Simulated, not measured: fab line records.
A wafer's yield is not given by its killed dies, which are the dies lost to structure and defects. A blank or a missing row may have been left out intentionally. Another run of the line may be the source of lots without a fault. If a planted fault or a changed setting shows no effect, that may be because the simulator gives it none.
Chamber matching | flow n5-finfet | 4 sister chambers for N5_BEOL_M13_DESCUM_15 on rie-diel-05
The step chemistry O2, time 7.9 s. 8 wafers are shown with their chamber, then 10 later ones without.

## WAFERS WITH THEIR CHAMBER
wafer  | chamber | drypump-motor-current-A (A) | throttle-valve-pct (%)
L082.1 | 0       | 5.8                         | 20.44
L081.1 | 0       | 5.9                         | 20.45
L081.5 | 1       | 5.2                         | 20.82
L084.2 | 1       | 5.2                         | 20.83
L084.3 | 2       | 6.4                         | 20.82
L084.5 | 3       | 4.7                         | 20.52
L088.1 | 3       | 4.7                         | 20.53
L088.2 | 2       | 6.4                         | 20.83

## WAFERS WITHOUT THEIR CHAMBER
wafer  | drypump-motor-current-A (A) | throttle-valve-pct (%)
L088.4 | 5.9                         | 20.48
L093.1 | 5.2                         | 20.87
L093.3 | 6.3                         | 20.84
L093.5 | 4.7                         | 20.55
L091.1 | 4.7                         | 20.55
L091.2 | 5.9                         | 20.50
L091.4 | 5.2                         | 20.87
L097.3 | 5.2                         | 20.88
L097.5 | 6.3                         | 20.83
L097.6 | 5.2                         | 20.88

## THE CHAMBER EACH PASSED THROUGH
wafer  | from the rows above | in truth
L088.4 | 0                   | 0
L093.1 | 1                   | 1
L093.3 | 2                   | 2
L093.5 | 3                   | 3
L091.1 | 3                   | 3
L091.2 | 0                   | 0
L091.4 | 1                   | 1
L097.3 | 1                   | 1
L097.5 | 2                   | 2
L097.6 | 1                   | 1
Correct placement for 10 of the 10. Left unplaced by these rows: 0. Number placed wrongly: 0.
How it was worked out, from the rows above alone: a wafer's distance from a chamber is the root of the sum, over the readings, of the square of ((its reading less the chamber's mean) divided by the reading's scatter). The wafer belongs to the nearest chamber; if the next one is less than 2 further off, it can't be placed. For every chamber, the mean is computed from those of its wafers that are shown. The scatter: the root of (the sum of the squares of (reading less its chamber's mean) over the shown wafers, divided by (wafers less chambers)).
